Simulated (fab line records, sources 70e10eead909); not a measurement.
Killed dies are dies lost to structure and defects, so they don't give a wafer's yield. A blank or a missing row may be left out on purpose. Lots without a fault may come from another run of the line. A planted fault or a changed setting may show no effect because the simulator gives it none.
Problem report in the 8D (eight disciplines) form, filled by code | flow nand_harc | the parts of the form that need people (team, actions taken, sign-off) are left out

1. THE PROBLEM
oes_product_au at NHARC_THIN_TSV_ETCH_36 reads a mean of 0.853 a.u. on 2 wafers of 2 lots; wafers without a fault read 1.003 a.u. with a standard deviation of 0.0073. That is -21 standard deviations from the usual mean.
The step: etches the open film in Cl2/BCl3, target depth 65 nm, time 18.571 s.
First seen on wafer L483.2, day 23 09:45, on rie_metal-03. The record holds 36 wafers of 12 lots with a number at this step. Rule for "out", or "out of limits": more than 4 standard deviations from the usual mean. The other wafers with a number count as sound.

2. WHAT IT IS AND WHAT IT IS NOT
question                    | is                | is not
which readings at this step | oes_product_au    | drypump_motor_current_A
which lots                  | L483, L486        | L466, L467, L470, L471, L476, L477, L478, L479, L481, L482
which wafers of those lots  | L483.2, L486.2    | L483.5, L483.6, L486.3, L486.6
read on which tools         | rie_metal-03      | rie_metal-01, rie_metal-02
when                        | from day 23 09:45 | up to then (29 sound wafers); but 5 sound wafers of L482, L486 came after

3. SUSPECTS, AND WHAT RULES EACH OUT
Counting: a tool at a process step up to the reading stays a suspect if it ran every lot that is out. Sound lots after the first of them don't rule it out here, since some wafers of a struck lot are sound.
- rie_diel-09 at NHARC_A_BONDPAD_ETCH_24 (etches the open film in CF4/N2, target depth 30 nm, time 72.99 s): kept. It ran every lot that is out, first L483 (day 22 15:05); its last sound lot up to then is L481 (day 22 11:01). NHARC_A_BONDPAD_ETCH_24 gives no start for some lots, so the hours and the order of its lots are those of NHARC_A_BONDPAD_DEGAS_25.
- rie_metal-03 at NHARC_THIN_TSV_ETCH_36 (etches the open film in Cl2/BCl3, target depth 65 nm, time 18.571 s): kept. It ran every lot that is out, first L483 (day 23 09:45); its last sound lot up to then is L478 (day 22 18:48). Its own readings are out on those wafers: oes_product_au.
Left after counting: rie_diel-09 at NHARC_A_BONDPAD_ETCH_24, rie_metal-03 at NHARC_THIN_TSV_ETCH_36.

4. THE CAUSE (what the simulator had put in)
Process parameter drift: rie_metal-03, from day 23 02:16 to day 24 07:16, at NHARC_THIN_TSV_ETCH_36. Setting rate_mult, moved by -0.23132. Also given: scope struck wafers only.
Counting left 2 suspects, and this tool is among them.

5. THE CHAIN OF EFFECTS, in route order
Each row: a reading whose mean over the struck wafers that have a number lies more than 3 standard deviations from the usual. Only readings for which the record gives a usual standard deviation are gone through. hours: the time from each lot's start at the first step in this table that gives one to its start at this step, as a median over the lots. sigmas: the change in usual standard deviations.
hours | step                   | reading        | usual      | on struck wafers | change | sigmas
0     | NHARC_THIN_TSV_ETCH_36 | oes_product_au | 1.003 a.u. | 0.853            | -0.150 | -21
The process steps in it:
- NHARC_THIN_TSV_ETCH_36: etches the open film in Cl2/BCl3, target depth 65 nm, time 18.571 s.

6. WHAT WOULD HAVE CAUGHT IT SOONER
In this record the first reading out of limits was taken at day 23 09:45, 7 hours after the fault began at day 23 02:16.
